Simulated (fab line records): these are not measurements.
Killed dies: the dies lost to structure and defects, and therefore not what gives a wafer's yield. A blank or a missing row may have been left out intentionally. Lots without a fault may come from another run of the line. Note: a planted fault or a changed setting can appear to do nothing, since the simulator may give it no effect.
Which tool did it? || flow nand_harc || 13 lots, 39 wafers sampled, at 5 steps of a route of 1159

WHAT THE GAUGES READ, wafer by wafer
NHARC_P_GATE_CD_MEAS_59 targets a cd of 720 nm.
{"lot": "L300", "measured": "day 5 10:39", "on": "cd_sem-02", "cd_nm (nm)": "721.7 722.0 720.3"}
{"lot": "L301", "measured": "day 5 21:04", "on": "cd_sem-03", "cd_nm (nm)": "721.8 719.4 719.7"}
{"lot": "L305", "measured": "day 6 06:49", "on": "cd_sem-01", "cd_nm (nm)": "721.4 721.0 717.9"}
{"lot": "L303", "measured": "day 6 13:20", "on": "cd_sem-03", "cd_nm (nm)": "722.3 724.7 721.1"}
{"lot": "L306", "measured": "day 6 19:49", "on": "cd_sem-01", "cd_nm (nm)": "722.0 720.6 720.8"}
{"lot": "L307", "measured": "day 6 20:34", "on": "cd_sem-03", "cd_nm (nm)": "717.7 720.9 720.7"}
{"lot": "L308", "measured": "day 7 12:53", "on": "cd_sem-01", "cd_nm (nm)": "718.8 722.5 719.5"}
{"lot": "L312", "measured": "day 8 16:01", "on": "cd_sem-01", "cd_nm (nm)": "722.0 721.7 722.6"}
{"lot": "L314", "measured": "day 9 02:59", "on": "cd_sem-02", "cd_nm (nm)": "719.4 721.8 717.3"}
{"lot": "L317", "measured": "day 9 09:41", "on": "cd_sem-03", "cd_nm (nm)": "721.2 719.2 721.3"}
{"lot": "L321", "measured": "day 10 09:05", "on": "cd_sem-02", "cd_nm (nm)": "720.6 719.7 721.7"}
{"lot": "L322", "measured": "day 10 20:49", "on": "cd_sem-03", "cd_nm (nm)": "719.0 720.6 719.0"}
{"lot": "L323", "measured": "day 11 01:00", "on": "cd_sem-02", "cd_nm (nm)": "717.8 722.2 720.5"}

NHARC_END_SORT_01.
{"lot": "L312", "measured": "day 22 02:40", "on": "prober-01", "killed_at_array": "18 19 29", "killed_at_other": "0 0 0", "killed_at_periphery": "2 2 1", "killed_dies": "20 21 30", "killed_open": "2 5 2", "killed_short": "1 1 2"}

TOOL THAT RAN EACH LOT (tool first, then ch and the chambers of the sampled wafers, then the start)
{"lot": "L300", "NHARC_P_GATE_ETCH_114": "rie_diel-06 ch 0,1, day 5 08:47 or earlier", "NHARC_P_GATE_PEB_44": "litho_track-02 ch 0, day 5 08:47", "NHARC_P_GATE_STRIP_111": "plasma_asher-02 ch 0,1, day 5 09:25"}
{"lot": "L301", "NHARC_P_GATE_ETCH_114": "rie_diel-06 ch 0,1,2, day 5 19:19 or earlier", "NHARC_P_GATE_PEB_44": "litho_track-02 ch 0, day 5 19:19", "NHARC_P_GATE_STRIP_111": "plasma_asher-02 ch 0,1, day 5 19:58"}
{"lot": "L305", "NHARC_P_GATE_ETCH_114": "rie_diel-06 ch 2,3, day 6 04:57 or earlier", "NHARC_P_GATE_PEB_44": "litho_track-07 ch 0, day 6 04:57", "NHARC_P_GATE_STRIP_111": "plasma_asher-01 ch 0,1, day 6 05:40"}
{"lot": "L303", "NHARC_P_GATE_ETCH_114": "rie_diel-06 ch 1,3, day 6 11:29 or earlier", "NHARC_P_GATE_PEB_44": "litho_track-05 ch 0, day 6 11:29", "NHARC_P_GATE_STRIP_111": "plasma_asher-01 ch 0,1, day 6 12:12"}
{"lot": "L306", "NHARC_P_GATE_ETCH_114": "rie_diel-06 ch 2,3, day 6 17:59 or earlier", "NHARC_P_GATE_PEB_44": "litho_track-05 ch 0, day 6 17:59", "NHARC_P_GATE_STRIP_111": "plasma_asher-01 ch 0,1, day 6 18:35"}
{"lot": "L307", "NHARC_P_GATE_ETCH_114": "rie_diel-11 ch 0,2, day 6 18:43 or earlier", "NHARC_P_GATE_PEB_44": "litho_track-07 ch 0, day 6 18:43", "NHARC_P_GATE_STRIP_111": "plasma_asher-02 ch 0,1, day 6 19:23"}
{"lot": "L308", "NHARC_P_GATE_ETCH_114": "rie_diel-11 ch 0,1,2, day 7 10:59 or earlier", "NHARC_P_GATE_PEB_44": "litho_track-02 ch 0, day 7 10:59", "NHARC_P_GATE_STRIP_111": "plasma_asher-02 ch 0,1, day 7 11:41"}
{"lot": "L312", "NHARC_P_GATE_ETCH_114": "rie_diel-06 ch 0,2, day 8 14:07 or earlier", "NHARC_P_GATE_PEB_44": "litho_track-05 ch 0, day 8 14:07", "NHARC_P_GATE_STRIP_111": "plasma_asher-02 ch 0,1, day 8 14:47"}
{"lot": "L314", "NHARC_P_GATE_ETCH_114": "rie_diel-09 ch 0,3, day 9 01:17 or earlier", "NHARC_P_GATE_PEB_44": "litho_track-05 ch 0, day 9 01:17", "NHARC_P_GATE_STRIP_111": "plasma_asher-01 ch 0,1, day 9 01:57"}
{"lot": "L317", "NHARC_P_GATE_ETCH_114": "rie_diel-09 ch 0,1,3, day 9 07:55 or earlier", "NHARC_P_GATE_PEB_44": "litho_track-07 ch 0, day 9 07:55", "NHARC_P_GATE_STRIP_111": "plasma_asher-01 ch 0,1, day 9 08:32"}
{"lot": "L321", "NHARC_P_GATE_ETCH_114": "rie_diel-11 ch 0,1,3, day 10 07:12 or earlier", "NHARC_P_GATE_PEB_44": "litho_track-02 ch 0, day 10 07:12", "NHARC_P_GATE_STRIP_111": "plasma_asher-02 ch 0,1, day 10 07:50"}
{"lot": "L322", "NHARC_P_GATE_ETCH_114": "rie_diel-11 ch 0,3, day 10 18:55 or earlier", "NHARC_P_GATE_PEB_44": "litho_track-02 ch 0, day 10 18:55", "NHARC_P_GATE_STRIP_111": "plasma_asher-02 ch 0,1, day 10 19:42"}
{"lot": "L323", "NHARC_P_GATE_ETCH_114": "rie_diel-06 ch 0,1,3, day 10 23:09 or earlier", "NHARC_P_GATE_PEB_44": "litho_track-02 ch 0, day 10 23:09", "NHARC_P_GATE_STRIP_111": "plasma_asher-01 ch 0,1, day 10 23:46"}
- NHARC_P_GATE_ETCH_114: etches the open film in CF4/O2, target depth 30 nm, overetch 3 nm, time 16.5 s.
- NHARC_P_GATE_PEB_44: peb time 85 s.
- NHARC_P_GATE_STRIP_111: strips in N2/H2, time 250 s.

WHAT THE TOOLS THEMSELVES READ (means of the sampled wafers that have a number; where no wafer has one, the mark that the record gives instead)
NHARC_P_GATE_ETCH_114.
{"lot": "L300", "tool": "rie_diel-06", "drypump_motor_current_A (A)": 5.5, "oes_product_au (a.u.)": 0.994, "rf_fwd_power_W (W)": 293.4, "rf_vpp_V (V)": 197.0, "showerhead_plenum_p_Torr (Torr)": 1.28, "throttle_valve_pct (%)": 13.397}
{"lot": "L301", "tool": "rie_diel-06", "drypump_motor_current_A (A)": 5.4, "oes_product_au (a.u.)": 0.990, "rf_fwd_power_W (W)": 293.5, "rf_vpp_V (V)": 197.6, "showerhead_plenum_p_Torr (Torr)": 1.34, "throttle_valve_pct (%)": 13.400}
{"lot": "L305", "tool": "rie_diel-06", "drypump_motor_current_A (A)": 5.7, "oes_product_au (a.u.)": 1.004, "rf_fwd_power_W (W)": 293.0, "rf_vpp_V (V)": 199.2, "showerhead_plenum_p_Torr (Torr)": 1.40, "throttle_valve_pct (%)": 13.400}
{"lot": "L303", "tool": "rie_diel-06", "drypump_motor_current_A (A)": 6.1, "oes_product_au (a.u.)": 0.994, "rf_fwd_power_W (W)": 295.6, "rf_vpp_V (V)": 197.8, "showerhead_plenum_p_Torr (Torr)": 1.34, "throttle_valve_pct (%)": 13.398}
{"lot": "L306", "tool": "rie_diel-06", "drypump_motor_current_A (A)": 5.7, "oes_product_au (a.u.)": 0.992, "rf_fwd_power_W (W)": 293.7, "rf_vpp_V (V)": 199.1, "showerhead_plenum_p_Torr (Torr)": 1.40, "throttle_valve_pct (%)": 13.398}
{"lot": "L307", "tool": "rie_diel-11", "drypump_motor_current_A (A)": 6.3, "oes_product_au (a.u.)": 0.995, "rf_fwd_power_W (W)": 293.5, "rf_vpp_V (V)": 195.9, "showerhead_plenum_p_Torr (Torr)": 1.24, "throttle_valve_pct (%)": 13.389}
{"lot": "L308", "tool": "rie_diel-11", "drypump_motor_current_A (A)": 6.1, "oes_product_au (a.u.)": 0.993, "rf_fwd_power_W (W)": 294.1, "rf_vpp_V (V)": 196.0, "showerhead_plenum_p_Torr (Torr)": 1.25, "throttle_valve_pct (%)": 13.394}
{"lot": "L312", "tool": "rie_diel-06", "drypump_motor_current_A (A)": 5.4, "oes_product_au (a.u.)": 1.001, "rf_fwd_power_W (W)": 292.7, "rf_vpp_V (V)": 196.6, "showerhead_plenum_p_Torr (Torr)": 1.30, "throttle_valve_pct (%)": 13.391}
{"lot": "L314", "tool": "rie_diel-09", "drypump_motor_current_A (A)": 5.6, "oes_product_au (a.u.)": 0.998, "rf_fwd_power_W (W)": 293.6, "rf_vpp_V (V)": 197.0, "showerhead_plenum_p_Torr (Torr)": 1.28, "throttle_valve_pct (%)": 13.401}
{"lot": "L317", "tool": "rie_diel-09", "drypump_motor_current_A (A)": 5.3, "oes_product_au (a.u.)": 0.994, "rf_fwd_power_W (W)": 292.6, "rf_vpp_V (V)": 197.0, "showerhead_plenum_p_Torr (Torr)": 1.33, "throttle_valve_pct (%)": 13.394}
{"lot": "L321", "tool": "rie_diel-11", "drypump_motor_current_A (A)": 6.0, "oes_product_au (a.u.)": 0.986, "rf_fwd_power_W (W)": 294.3, "rf_vpp_V (V)": 198.6, "showerhead_plenum_p_Torr (Torr)": 1.36, "throttle_valve_pct (%)": 13.399}
{"lot": "L322", "tool": "rie_diel-11", "drypump_motor_current_A (A)": 5.8, "oes_product_au (a.u.)": 0.993, "rf_fwd_power_W (W)": 294.2, "rf_vpp_V (V)": 199.5, "showerhead_plenum_p_Torr (Torr)": 1.40, "throttle_valve_pct (%)": 13.402}
{"lot": "L323", "tool": "rie_diel-06", "drypump_motor_current_A (A)": 5.8, "oes_product_au (a.u.)": 0.989, "rf_fwd_power_W (W)": 293.8, "rf_vpp_V (V)": 197.9, "showerhead_plenum_p_Torr (Torr)": 1.31, "throttle_valve_pct (%)": 13.394}

NHARC_P_GATE_PEB_44.
{"lot": "L300", "tool": "litho_track-02", "heater_power_total_W (W)": 163.89, "plate_temp_C (C)": 118.13}
{"lot": "L301", "tool": "litho_track-02", "heater_power_total_W (W)": 164.11, "plate_temp_C (C)": 118.06}
{"lot": "L305", "tool": "litho_track-07", "heater_power_total_W (W)": 163.94, "plate_temp_C (C)": 118.03}
{"lot": "L303", "tool": "litho_track-05", "heater_power_total_W (W)": 163.92, "plate_temp_C (C)": 118.11}
{"lot": "L306", "tool": "litho_track-05", "heater_power_total_W (W)": 164.04, "plate_temp_C (C)": 118.02}
{"lot": "L307", "tool": "litho_track-07", "heater_power_total_W (W)": 163.86, "plate_temp_C (C)": 117.84}
{"lot": "L308", "tool": "litho_track-02", "heater_power_total_W (W)": 163.99, "plate_temp_C (C)": 118.38}
{"lot": "L312", "tool": "litho_track-05", "heater_power_total_W (W)": 162.85, "plate_temp_C (C)": 117.15}
{"lot": "L314", "tool": "litho_track-05", "heater_power_total_W (W)": 162.77, "plate_temp_C (C)": 117.21}
{"lot": "L317", "tool": "litho_track-07", "heater_power_total_W (W)": 164.18, "plate_temp_C (C)": 118.05}
{"lot": "L321", "tool": "litho_track-02", "heater_power_total_W (W)": 164.07, "plate_temp_C (C)": 117.77}
{"lot": "L322", "tool": "litho_track-02", "heater_power_total_W (W)": 164.25, "plate_temp_C (C)": 117.82}
{"lot": "L323", "tool": "litho_track-02", "heater_power_total_W (W)": 163.96, "plate_temp_C (C)": 118.08}

NHARC_P_GATE_STRIP_111.
{"lot": "L300", "tool": "plasma_asher-02", "drypump_motor_current_A (A)": 5.6, "heater_power_w (W)": 80, "rf_refl_power_W (W)": 23}
{"lot": "L301", "tool": "plasma_asher-02", "drypump_motor_current_A (A)": 5.6, "heater_power_w (W)": 81, "rf_refl_power_W (W)": 23}
{"lot": "L305", "tool": "plasma_asher-01", "drypump_motor_current_A (A)": 5.8, "heater_power_w (W)": 88, "rf_refl_power_W (W)": 25}
{"lot": "L303", "tool": "plasma_asher-01", "drypump_motor_current_A (A)": 5.8, "heater_power_w (W)": 89, "rf_refl_power_W (W)": 25}
{"lot": "L306", "tool": "plasma_asher-01", "drypump_motor_current_A (A)": 5.8, "heater_power_w (W)": 90, "rf_refl_power_W (W)": 25}
{"lot": "L307", "tool": "plasma_asher-02", "drypump_motor_current_A (A)": 5.5, "heater_power_w (W)": 80, "rf_refl_power_W (W)": 36}
{"lot": "L308", "tool": "plasma_asher-02", "drypump_motor_current_A (A)": 5.6, "heater_power_w (W)": 80, "rf_refl_power_W (W)": 22}
{"lot": "L312", "tool": "plasma_asher-02", "drypump_motor_current_A (A)": 5.6, "heater_power_w (W)": 80, "rf_refl_power_W (W)": 22}
{"lot": "L314", "tool": "plasma_asher-01", "drypump_motor_current_A (A)": 5.4, "heater_power_w (W)": 80, "rf_refl_power_W (W)": 19}
{"lot": "L317", "tool": "plasma_asher-01", "drypump_motor_current_A (A)": 5.8, "heater_power_w (W)": 88, "rf_refl_power_W (W)": 23}
{"lot": "L321", "tool": "plasma_asher-02", "drypump_motor_current_A (A)": 5.4, "heater_power_w (W)": 79, "rf_refl_power_W (W)": 36}
{"lot": "L322", "tool": "plasma_asher-02", "drypump_motor_current_A (A)": 5.5, "heater_power_w (W)": 78, "rf_refl_power_W (W)": 36}
{"lot": "L323", "tool": "plasma_asher-01", "drypump_motor_current_A (A)": 5.8, "heater_power_w (W)": 88, "rf_refl_power_W (W)": 25}

THE ANSWER, worked out from the rows above alone
Rule: the usual values come from the lots themselves. Put in order of their means at a reading, lots are off if they are a third of the lots or fewer, leave a main group of 4 or more, and stand apart from it by a gap of 3 or more times the standard deviation of the main group's means; of several such gaps the widest counts. A main group whose means are all the same, to the digits that the tables above print for the reading, isn't used. A lot without any number at a reading at which 4 lots or more have one is off too. The other lots that the step has rows for count as sound. After the gauges, taken in route order, come the tools' own readings; for these a lot's mean is taken, as printed above. The first step at which some lot is off is used, and at that step the reading that is off furthest; a lot without a number counts as furthest.
Off: L312, L314, at NHARC_P_GATE_PEB_44 (heater_power_total_W). Mean 164.02 W and standard deviation 0.12 in the main group.
If a tool, at that step or one of the process steps before it, ran each lot that is off and ran no sound lot following the first of them, it fits. Because NHARC_P_GATE_ETCH_114 lacks a start for some lots, the hours and order of its lots are taken from NHARC_P_GATE_PEB_44. One fits: NHARC_P_GATE_PEB_44 on litho_track-05. A fault onset in the window from L306 (day 6 17:59, its last sound lot) to L312 (day 8 14:07, its first lot off) fits.
The tool's own readings at NHARC_P_GATE_PEB_44 bear it out: on the lots that are off they differ by more than 5 times the standard deviation of the sound lots' means. heater_power_total_W reads 162.81 W there against 164.02 W on the sound lots; plate_temp_C reads 117.18 C there against 118.03 C on the sound lots.

WHAT HAD BEEN PUT IN BY THE SIMULATOR
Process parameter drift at NHARC_P_GATE_PEB_44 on litho_track-05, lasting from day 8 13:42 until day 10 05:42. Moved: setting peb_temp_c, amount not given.
Shown lots that were struck: L312, L314. This agrees with what the rule above found.
